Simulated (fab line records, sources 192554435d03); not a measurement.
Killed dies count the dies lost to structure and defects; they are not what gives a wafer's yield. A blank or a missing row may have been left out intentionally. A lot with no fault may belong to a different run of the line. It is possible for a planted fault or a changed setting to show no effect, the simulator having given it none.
fab line records	flow n5-finfet
record: lots: 9	wafers: 27	last-day: 19
route steps=1938 shown BEOL_M4@1111 BEOL_M13@1689 PASSIVATION@1936
lots that met no fault: taken from a fault-free run of the same line
start-h: hours from the record's first day to the start of the lot's first wafer shown	wait-h: hours elapsed since this lot's preceding step	" the same as in the row above	L1.1+2: several wafers, shown together as one row	- value missing, or start not given	* or withheld: withheld	< > ~ a bound
route shown NAME@n: NAME is a module with steps in the file, n the number in the route of the first one	usual: mean/standard deviation taken from wafers without a fault	same: alike in all rows	chamber/n: place in a boat	sites: each site's reading	_std_site: the standard deviation of these	_edge_site: outer sites' mean less inner sites'	radius-mm: for every site, how far away it sits from the centre of the wafer	mask NAME#n: copy n	behind: the most recent tool/chamber to have shaped the wafer	hold: cause of the lot's hold/its duration in hours/its outcome	device: the n, p or np transistor that did not switch	end of line: the same wafers' tests at the end of the route	step lacking rows: just its recipe	killed: the dies lost at the first sort to structure and to defects; this is not the yield of the wafer	map: per-die view of a wafer (x killed, . not killed, _ where there is no die)
set.NAME: the run value of the setting; set.NAME@STEP: its run value at that earlier step	model.NAME: the simulator's own value behind a step, which no gauge read
the route's steps for a sample of lots (tables are steps, rows are wafers)
services: the hour from which a tool's chamber was out of use, counted from the record's first day as start-h (under 0 if before that day), plus the number of hours and why
== steps ==
step: N5_BEOL_M4_RC_MEAS_101
usual: DIBL_N: 36.0/1.6	DIBL_P: 35.8/2	IOFF_N: 0.152/0.03	IOFF_P: 0.20/0.031	ION_N: 670/12	ION_P: 459/7.4	SS_N: 71.5/0.56	SS_P: 73.2/0.64	VT_N: 251/3.5	VT_P: -252/3.3
lot.wafer	tool	chamber	start-h	wait-h	DIBL_N[mV/V]	DIBL_P[mV/V]	IOFF_N[nA/um]	IOFF_P[nA/um]	ION_N[uA/um]	ION_P[uA/um]	SS_N[mV/dec]	SS_P[mV/dec]	VT_N[mV]	VT_P[mV]
L688.3	prober-02	0	200.04	0.3	36.5	36.9	0.170	0.23	681	467	72.2	73.9	246	-247
L688.5	"	0	"	"	36.4	36.1	0.159	0.22	664	457	72.2	73.9	251	-246
L688.6	"	0	"	"	35.1	35.6	0.143	0.22	675	469	72.0	73.2	252	-246
L693.1	prober-01	0	238.45	0.0	33.6	34.2	0.113	0.19	644	456	71.4	72.4	255	-247
L693.3	"	0	"	"	36.9	38.5	0.172	0.26	676	473	71.7	73.6	248	-245
L693.6	"	0	"	"	34.7	35.2	0.136	0.21	673	473	71.2	72.9	253	-248
L695.1	prober-01	0	241.38	0.0	33.4	30.6	0.099	0.15	645	449	70.3	71.7	256	-254
L695.2	"	0	"	"	34.5	33.8	0.123	0.19	671	467	70.3	72.5	252	-251
L695.5	"	0	"	"	36.9	35.4	0.152	0.20	662	460	72.2	73.3	249	-249
L701.2	prober-02	0	262.26	0.2	37.8	39.2	0.176	0.22	676	456	71.8	73.7	249	-252
L701.5	"	0	"	"	36.2	37.3	0.152	0.19	668	456	71.5	73.2	251	-254
L701.6	"	0	"	"	37.5	38.8	0.176	0.21	679	458	72.1	73.5	249	-252
L699.1	prober-01	0	275.60	0.0	36.2	35.1	0.121	0.17	644	446	71.9	72.7	260	-257
L699.3	"	0	"	"	38.6	38.0	0.185	0.22	681	456	72.4	73.0	249	-249
L699.6	"	0	"	"	37.3	37.2	0.154	0.21	669	456	72.3	73.1	253	-252
L700.1	prober-02	0	281.04	0.0	34.8	32.6	0.118	0.14	665	452	71.1	72.2	250	-256
L700.3	"	0	"	"	36.3	34.5	0.143	0.17	661	451	70.6	72.8	248	-253
L700.5	"	0	"	"	40.9	40.2	0.233	0.25	689	461	72.9	74.1	242	-250
L705.1	prober-02	0	291.84	0.0	36.2	34.5	0.148	0.18	684	464	71.2	72.7	248	-255
L705.4	"	0	"	"	37.3	34.6	0.146	0.17	674	447	71.6	72.7	254	-255
L705.6	"	0	"	"	34.6	32.2	0.120	0.16	660	449	70.6	72.4	253	-256
L709.1	prober-02	0	315.94	0.0	35.4	35.1	0.126	0.16	651	441	71.2	72.9	253	-254
L709.4	"	0	"	"	35.7	37.0	0.139	0.18	671	461	71.3	73.1	253	-252
L709.6	"	0	"	"	38.8	40.0	0.190	0.23	671	449	72.2	74.8	247	-251
L710.1	prober-01	0	342.77	0.0	35.3	36.1	0.156	0.23	681	467	71.0	73.7	248	-249
L710.3	"	0	"	"	35.7	36.1	0.171	0.22	677	468	71.2	74.0	249	-250
L710.4	"	0	"	"	37.0	37.1	0.177	0.23	676	465	71.9	74.4	251	-250
step: N5_BEOL_M13_CD_MEAS_28
recipe: target-cd-nm: 209.5	landing-energy-ev: 500	detector: se-inlens
usual: cd-nm: 209.0/1.2
lot.wafer	tool	chamber	start-h	wait-h	cd-nm
L688.3	cd-sem-02	0	271.67	-	208.2
L688.5	"	0	"	"	209.8
L688.6	"	0	"	"	208.8
L693.1	cd-sem-02	0	308.49	-	211.1
L693.3	"	0	"	"	209.6
L693.6	"	0	"	"	208.4
L695.1	cd-sem-02	0	312.13	-	209.3
L695.2	"	0	"	"	210.4
L695.5	"	0	"	"	211.5
L701.2	cd-sem-03	0	336.96	-	209.8
L701.5	"	0	"	"	208.5
L701.6	"	0	"	"	207.5
L699.1	cd-sem-03	0	345.25	-	206.3
L699.3	"	0	"	"	209.3
L699.6	"	0	"	"	210.0
L700.1	cd-sem-03	0	350.67	-	209.8
L700.3	"	0	"	"	207.9
L700.5	"	0	"	"	209.1
L705.1	cd-sem-03	0	361.40	-	209.2
L705.4	"	0	"	"	210.5
L705.6	"	0	"	"	209.6
L709.1	cd-sem-03	0	398.57	-	210.9
L709.4	"	0	"	"	211.1
L709.6	"	0	"	"	209.3
L710.1	cd-sem-01	0	422.60	-	209.4
L710.3	"	0	"	"	207.3
L710.4	"	0	"	"	209.1
step: N5_BEOL_M13_DESCUM_33
recipe: chemistry: O2	time-s: 7.9	source-power-w: 50	bias-power-w: 20	pressure-mtorr: 20	rf-frequency-hz: 2.712e+07	temp-c: 40	o2-flow-sccm: 225
usual: chamber-pressure-mTorr: 19.999/0.019	drypump-motor-current-A: 5.7/0.6	oes-product-au: 0.74/0.067	rf-vpp-V: 243.1/1.4	showerhead-plenum-p-Torr: 2.09/0.068	throttle-valve-pct: 20.60/0.27
lot.wafer	tool	chamber	start-h	wait-h	chamber-pressure-mTorr	drypump-motor-current-A	oes-product-au	rf-hours-counter-h	rf-vpp-V	showerhead-plenum-p-Torr	throttle-valve-pct
L688.3	rie-diel-04	3	271.76	0.0	20.031	6.0	0.72	197	244.0	2.06	20.53
L688.5	"	3	"	"	19.965	6.0	0.72	-	242.0	2.06	20.52
L688.6	"	2	"	"	20.020	5.2	0.89	-	242.7	2.05	20.23
L693.1	rie-diel-03	3	308.58	0.0	19.991	6.4	0.80	102	242.8	2.03	20.44
L693.3	"	0	"	"	19.990	5.0	0.70	195	243.9	2.09	20.90
L693.6	"	3	"	"	19.995	6.4	0.80	-	242.0	2.03	20.47
L695.1	rie-diel-01	3	312.22	0.0	20.011	6.2	0.72	208	244.0	2.17	20.33
L695.2	"	1	"	"	20.000	6.2	0.68	229	241.8	1.97	20.61
L695.5	"	2	"	"	20.013	5.7	0.71	-	244.2	2.14	20.55
L701.2	rie-diel-03	3	337.05	0.0	19.942	6.4	0.78	113	242.7	2.03	20.47
L701.5	"	3	"	"	19.992	6.3	0.79	-	241.4	2.03	20.49
L701.6	"	2	"	"	19.980	4.7	0.73	-	245.0	2.17	20.95
L699.1	rie-diel-03	3	345.34	0.0	20.013	6.4	0.79	116	241.3	2.03	20.48
L699.3	"	2	"	"	19.988	4.7	0.72	199	244.2	2.17	20.96
L699.6	"	1	"	"	19.978	6.1	0.69	-	245.0	2.16	20.77
L700.1	rie-diel-01	2	350.76	0.0	19.984	5.7	0.72	218	244.4	2.14	20.57
L700.3	"	0	"	"	19.990	6.2	0.84	51	241.3	2.04	20.01
L700.5	"	3	"	"	20.006	6.2	0.71	-	244.6	2.16	20.36
L705.1	rie-diel-03	2	361.49	0.0	19.990	4.7	0.72	203	245.2	2.17	20.96
L705.4	"	3	"	"	19.989	6.4	0.78	121	240.6	2.03	20.49
L705.6	"	1	"	"	20.011	6.1	0.69	-	245.1	2.16	20.75
L709.1	rie-diel-03	3	398.66	0.0	19.996	6.4	0.78	134	242.8	2.02	20.51
L709.4	"	1	"	"	20.007	6.1	0.99	0	244.0	2.16	20.36
L709.6	"	3	"	"	19.990	6.4	0.78	-	242.3	2.02	20.51
L710.1	rie-diel-03	0	422.70	0.0	19.996	5.0	0.67	229	243.0	2.07	20.95
L710.3	"	3	"	"	19.993	6.4	0.77	142	240.7	2.02	20.53
L710.4	"	1	"	"	20.028	6.1	0.97	8	243.0	2.16	20.38
step: N5_BEOL_M13_ETCH_67
recipe: chemistry: CF4	target: SiARC	target-depth-a: 1430	time-s: 238.3	ion-energy-ev: 80	pressure-mtorr: 40	source-w: 545	bias-w: 36	Ar_flow_sccm: 100	cf4-flow-sccm: 100	ends: cleared
usual: bias-w: 36.00/0.11	cf4-flow-sccm: 100.0/0.3	chamber-pressure-mTorr: 40.00/0.038	drypump-motor-current-A: 5.7/0.61	etch-rf-on-time-s: 239/7.4	oes-product-au: 0.63/0.058	rf-vpp-V: 184.0/1.2	showerhead-plenum-p-Torr: 2.14/0.064	throttle-valve-pct: 15.76/0.26
lot.wafer	tool	chamber	start-h	wait-h	bias-w	cf4-flow-sccm	chamber-pressure-mTorr	drypump-motor-current-A	etch-rf-on-time-s	oes-product-au	rf-hours-counter-h	rf-vpp-V	showerhead-plenum-p-Torr	throttle-valve-pct
L688.3	rie-diel-04	3	271.79	0.0	35.86	99.5	40.01	6.0	245	0.61	197	184.3	2.12	15.81
L688.5	"	3	"	"	35.87	99.1	39.97	5.9	245	0.60	-	182.6	2.12	15.81
L688.6	"	2	"	"	36.12	100.2	39.93	5.2	236	0.77	-	184.0	2.11	15.39
L693.1	rie-diel-03	3	308.62	0.0	35.91	100.5	40.02	6.4	228	0.71	102	183.1	2.07	15.50
L693.3	"	0	"	"	35.84	100.2	40.06	5.0	239	0.60	195	185.2	2.13	15.96
L693.6	"	3	"	"	36.04	99.9	39.99	6.4	228	0.71	-	182.4	2.07	15.52
L695.1	rie-diel-01	3	312.25	0.0	35.96	100.1	40.03	6.2	229	0.63	208	185.1	2.21	15.50
L695.2	"	1	"	"	36.15	100.4	39.98	6.2	244	0.58	229	181.6	2.04	15.94
L695.5	"	2	"	"	36.03	100.1	40.06	5.6	244	0.61	-	185.4	2.20	15.84
L701.2	rie-diel-03	3	337.08	0.0	35.99	100.3	40.07	6.3	230	0.69	113	182.9	2.07	15.56
L701.5	"	3	"	"	36.11	100.1	40.00	6.4	227	0.69	-	183.2	2.07	15.54
L701.6	"	2	"	"	35.97	100.0	39.98	4.7	247	0.61	-	184.4	2.21	16.07
L699.1	rie-diel-03	3	345.37	0.0	35.96	100.1	39.98	6.4	229	0.69	116	183.5	2.06	15.55
L699.3	"	2	"	"	35.95	99.5	40.00	4.7	249	0.61	199	185.5	2.21	16.08
L699.6	"	1	"	"	36.30	99.8	40.03	6.1	252	0.58	-	184.2	2.19	15.86
L700.1	rie-diel-01	2	350.79	0.0	36.14	99.8	40.00	5.7	240	0.62	219	185.2	2.20	15.87
L700.3	"	0	"	"	35.94	99.3	39.97	6.1	240	0.71	51	183.6	2.09	15.20
L700.5	"	3	"	"	35.89	99.6	40.02	6.2	225	0.63	-	185.4	2.21	15.54
L705.1	rie-diel-03	2	361.53	0.0	36.04	99.8	40.00	4.7	249	0.60	203	185.4	2.21	16.09
L705.4	"	3	"	"	35.92	100.2	40.03	6.4	227	0.69	121	184.0	2.06	15.54
L705.6	"	1	"	"	36.01	100.3	40.01	6.1	248	0.59	-	183.9	2.19	15.87
L709.1	rie-diel-03	3	398.69	0.0	36.08	99.6	39.99	6.4	228	0.67	134	182.8	2.06	15.57
L709.4	"	1	"	"	35.89	100.1	39.97	6.1	236	0.85	0	185.4	2.19	15.39
L709.6	"	3	"	"	36.02	100.0	39.93	6.4	231	0.68	-	181.8	2.06	15.57
L710.1	rie-diel-03	0	422.73	0.0	36.00	100.0	39.98	5.0	238	0.58	229	182.5	2.12	16.01
L710.3	"	3	"	"	35.99	100.5	40.01	6.3	228	0.67	142	182.8	2.06	15.60
L710.4	"	1	"	"	36.07	99.9	40.01	6.1	238	0.80	8	186.4	2.18	15.41
step: N5_BEOL_M13_ETCH_38
recipe: chemistry: CF4/N2	target: SiCN	target-depth-a: 675	taper-deg: 2	time-s: 71.9	ion-energy-ev: 150	mask-material: SiO2	pressure-mtorr: 40	source-w: 430	bias-w: 70	Ar_flow_sccm: 100	cf4-flow-sccm: 60	n2-flow-sccm: 60
usual: bias-w: 70.00/0.21	cf4-flow-sccm: 59.99/0.16	chamber-pressure-mTorr: 40.00/0.037	drypump-motor-current-A: 5.8/0.53	oes-product-au: 0.76/0.085	rf-vpp-V: 382.2/1.8	showerhead-plenum-p-Torr: 2.20/0.066	throttle-valve-pct: 15.53/0.29
lot.wafer	tool	chamber	start-h	wait-h	bias-w	cf4-flow-sccm	chamber-pressure-mTorr	drypump-motor-current-A	oes-product-au	rf-hours-counter-h	rf-vpp-V	showerhead-plenum-p-Torr	throttle-valve-pct
L688.3	rie-diel-01	2	276.85	-	69.87	59.92	40.02	5.7	0.73	194	384.9	2.28	15.67
L688.5	"	3	"	"	70.00	59.84	39.98	6.2	0.74	-	384.2	2.29	15.32
L688.6	"	0	"	"	69.69	60.12	39.93	6.2	0.86	-	380.9	2.16	15.01
L693.1	rie-diel-01	2	309.84	-	70.34	60.11	39.94	5.7	0.73	206	384.8	2.28	15.68
L693.3	"	1	"	"	70.14	60.00	39.98	6.3	0.68	229	379.7	2.10	15.76
L693.6	"	0	"	"	70.24	60.11	39.99	6.2	0.84	-	380.5	2.16	15.03
L695.1	rie-diel-03	0	312.95	-	70.22	59.86	40.01	5.0	0.70	197	383.4	2.20	15.83
L695.2	"	3	"	"	69.77	60.07	39.99	6.4	0.82	104	379.6	2.13	15.36
L695.5	"	3	"	"	69.85	60.02	40.02	6.4	0.82	-	379.8	2.13	15.38
L701.2	rie-diel-03	1	338.41	-	-	-	-	-	-	-	-	-	-
L701.5	"	2	"	"	-	-	-	-	-	-	-	-	-
L701.6	"	1	"	"	-	-	-	-	-	-	-	-	-
L699.1	rie-diel-03	3	346.14	-	-	-	-	-	-	-	-	-	-
L699.3	"	1	"	"	-	-	-	-	-	-	-	-	-
L699.6	"	1	"	"	-	-	-	-	-	-	-	-	-
L700.1	rie-diel-04	3	353.44	-	70.21	60.02	39.98	6.0	0.70	225	382.6	2.18	15.71
L700.3	"	0	"	"	70.13	60.18	39.95	5.9	0.97	4	384.1	2.26	14.91
L700.5	"	1	"	"	69.84	60.00	39.95	6.1	0.73	-	378.5	2.11	15.82
L705.1	rie-diel-04	3	365.13	-	70.04	60.09	40.01	6.0	0.70	228	380.7	2.17	15.72
L705.4	"	0	"	"	70.53	60.08	39.99	5.9	0.95	-	382.1	2.26	14.92
L705.6	"	3	"	"	70.37	59.95	40.08	6.0	0.69	-	381.5	2.17	15.71
L709.1	rie-diel-01	3	402.20	-	69.89	59.79	40.02	6.2	0.72	236	383.3	2.27	15.40
L709.4	"	0	"	"	69.53	59.91	40.07	6.2	0.81	-	381.6	2.15	15.08
L709.6	"	0	"	"	69.92	59.77	39.93	6.2	0.81	-	382.4	2.15	15.09
L710.1	rie-diel-03	2	423.80	-	69.84	59.95	39.93	4.7	0.69	225	383.5	2.27	15.95
L710.3	"	1	"	"	69.96	59.86	39.97	6.1	0.93	8	382.3	2.26	15.26
L710.4	"	0	"	"	70.15	59.79	40.07	5.0	0.68	230	381.2	2.19	15.90
step: N5_PASSIVATION_PROBE_49
usual: defect-limited-yield: 91.6/1.4	killed_at_M0_to_M3: 33/10	killed_at_M4_up: 13/5.3	killed-at-contacts: 13/5.9	killed-at-front-end: 36/12	killed-at-other: 4/3.1	killed-dies: 99/16	killed-on-rim: 13/4.2	killed-open: 65/13	killed-short: 32/7.3	sort_bin_5_function: 4.9/0.9	sort_bin_6_memory: 3.1/0.66	sort_bin_8_speed: 0.0/0.42	sort-n-pass: 1081/17	sort-yield-pct: 91.6/1.4
same: gross-dies: 1180	killed-at-back-side: 0	sort_bin_4_leakage[%]: 0
lot.wafer	tool	chamber	start-h	wait-h	defect-limited-yield[%]	killed_at_M0_to_M3	killed_at_M4_up	killed-at-contacts	killed-at-front-end	killed-at-other	killed-dies	killed-on-rim	killed-open	killed-short	sort_bin_5_function[%]	sort_bin_6_memory[%]	sort_bin_8_speed[%]	sort-n-pass	sort-yield-pct[%]
L701.2	prober-02	-	365.97	0.1	0	37	1092	12	37	2	1180	152	83	24	97.2	2.6	0	0	0
L701.5	prober-02	-	366.12	0.2	0	19	1103	15	38	5	1180	152	63	25	96.6	3.1	0	0	0
L701.6	prober-02	-	366.17	0.3	0	28	1086	13	52	1	1180	152	77	31	96.7	3.0	0	0	0
L699.1	prober-02	-	379.39	0.0	0	52	1042	9	72	5	1180	152	106	43	94.6	5.0	0	0	0
L699.3	prober-02	-	379.49	0.1	0	30	1075	8	65	2	1180	152	76	34	96.0	3.5	0	0	0
L699.6	prober-02	-	379.64	0.3	0	31	1080	8	52	9	1180	152	80	31	96.2	3.6	0	0	0
killed by level:class
L701.2 BEOL_M13:area-etch=1072 BEOL_M3:geometric-particle:open=14 MOL_CONTACT_COAG:geometric-particle:open=12 BEOL_M4:geometric-particle:open=10 BEOL_M0_SAQP:geometric-particle:open=9 GATE_CUT:geometric-particle:open=8 GATE_CUT:geometric-particle:short=7 DUMMY_GATE:geometric-particle:open=5
L701.5 BEOL_M13:area-etch=1090 MOL_CONTACT_COAG:geometric-particle:open=13 BEOL_M4:geometric-particle:open=9 FIN_SAQP:geometric-particle:short=8 FIN_SAQP:geometric-particle:open=7 DUMMY_GATE:geometric-particle:open=6 STI_FIN_REVEAL:geometric-particle:open=5 BEOL_M0:geometric-particle:open=5
L701.6 BEOL_M13:area-etch=1071 FIN_SAQP:geometric-particle:open=18 BEOL_M3:geometric-particle:open=14 FIN_SAQP:geometric-particle:short=11 DUMMY_GATE:geometric-particle:open=9 MOL_CONTACT_COAG:geometric-particle:open=9 STI_FIN_REVEAL:geometric-particle:open=7 BEOL_M3:geometric-particle:short=7
L699.1 BEOL_M13:area-etch=1031 FIN_SAQP:geometric-particle:open=22 STI_FIN_REVEAL:geometric-particle:open=21 FIN_SAQP:geometric-particle:short=14 BEOL_M2:geometric-particle:open=14 MOL_CONTACT_COAG:geometric-particle:open=9 BEOL_M0_SAQP:geometric-particle:short=7 BEOL_M1:geometric-particle:open=7
L699.3 BEOL_M13:area-etch=1070 FIN_SAQP:geometric-particle:open=22 STI_FIN_REVEAL:geometric-particle:open=17 FIN_SAQP:geometric-particle:short=14 BEOL_M3:geometric-particle:open=7 BEOL_M0_SAQP:geometric-particle:open=5 BEOL_M1:geometric-particle:open=4 STARTING-WAFER:geometric-particle:open=4
L699.6 BEOL_M13:area-etch=1069 FIN_SAQP:geometric-particle:open=20 FIN_SAQP:geometric-particle:short=12 STI_FIN_REVEAL:geometric-particle:open=7 MOL_CONTACT_COAG:geometric-particle:open=7 BEOL_M2:geometric-particle:open=6 BEOL_M1:geometric-particle:open=5 BEOL_M3:geometric-particle:open=5
== services ==
tool	chamber	start-h	hours	kind
rie-diel-01	3	288.09	4.2	repair
rie-diel-04	0	309.05	-	clean
rie-diel-04	0	309.05	-	consumable-replace:focus-ring
rie-diel-04	0	309.05	30.9	scheduled-down
rie-diel-04	0	309.05	30.9	vent-cycle
rie-diel-04	1	360.52	12.7	repair
rie-diel-01	0	369.92	15.6	repair
rie-diel-03	1	379.36	-	clean
rie-diel-03	1	379.36	-	consumable-replace:focus-ring
rie-diel-03	1	379.36	18.0	scheduled-down
rie-diel-03	1	379.36	18.0	vent-cycle
rie-diel-01	1	385.57	-	clean
rie-diel-01	1	385.57	-	consumable-replace:focus-ring
rie-diel-01	1	385.57	-	consumable-replace:showerhead
rie-diel-01	1	385.57	23.5	scheduled-down
rie-diel-01	1	385.57	23.5	vent-cycle
rie-diel-01	3	388.99	2.6	repair
rie-diel-01	2	401.92	6.6	repair
rie-diel-01	3	404.40	2.4	repair
rie-diel-01	1	411.12	6.8	repair
rie-diel-04	2	415.57	6.4	repair
== key ==
first-sign: step: N5_BEOL_M13_ETCH_38	reading: tool-record	direction: missing
effect: step: N5_PASSIVATION_PROBE_49	reading: killed_at_M4_up	direction: up	sigmas: 99+	usual: 13	struck: 1080
more-kills-born-at: N5_BEOL_M13_ETCH_38@rie-diel-03: 6403
met-at N5_BEOL_M13_ETCH_38
struck-lots L699,L701
later-rows-left-out L699.1,L699.3,L699.6,L701.2,L701.5,L701.6
not-acting-at N5_BEOL_M13_CD_MEAS_28,N5_BEOL_M13_DESCUM_33,N5_BEOL_M13_ETCH_67
onset-between 312.95 338.41
fault: kind: skipped-step-whole	tool: rie-diel-03	chamber: -	onset-h: 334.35	steps: N5_BEOL_M13_ETCH_38	scope: struck-lots-only
later-rows-left-out: the simulator's readings of these wafers behind a module that went badly wrong aren't trusted and aren't shown, but for the sort
